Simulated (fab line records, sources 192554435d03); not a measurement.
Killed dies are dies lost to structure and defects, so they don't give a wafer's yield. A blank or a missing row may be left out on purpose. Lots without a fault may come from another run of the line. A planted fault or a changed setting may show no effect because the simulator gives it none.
Chamber matching | flow n5_finfet | N5_BEOL_M8_STRIP_19 on rie_diel-02: 4 sister chambers
The step strips in O2. 4 wafers are shown with their chamber, then 9 later ones without.

WAFERS WITH THEIR CHAMBER
wafer  | chamber | showerhead_plenum_p_Torr (Torr)
L087.1 | 3       | 2.00
L093.1 | 0       | 2.22
L093.4 | 2       | 2.19
L093.6 | 1       | 2.14

WAFERS WITHOUT THEIR CHAMBER
wafer  | showerhead_plenum_p_Torr (Torr)
L094.1 | 2.00
L094.2 | 2.14
L094.3 | 2.22
L096.1 | 2.00
L096.3 | 2.22
L096.4 | 2.14
L091.3 | 2.21
L091.4 | 2.19
L091.6 | 2.14

WHICH CHAMBER EACH WENT THROUGH
wafer  | from the rows above | in truth
L094.1 | 3                   | 3
L094.2 | 1                   | 1
L094.3 | 0                   | 0
L096.1 | 3                   | 3
L096.3 | 0                   | 0
L096.4 | 1                   | 1
L091.3 | 0                   | 0
L091.4 | 2                   | 2
L091.6 | 1                   | 1
Placed correctly: 9 of 9. Can't be placed from these rows: 0. Placed wrongly: 0.
How it was worked out, from the rows above alone: a wafer's distance from a chamber is the root of the sum, over the readings, of the square of ((its reading less the chamber's mean) divided by the reading's scatter). The wafer belongs to the nearest chamber; if the next one is less than 2 further off, it can't be placed. A chamber's mean is the mean of its shown wafers. The scatter: with one shown wafer a chamber, the root of the mean of the squares of how far each hidden wafer lies from its nearest shown one.
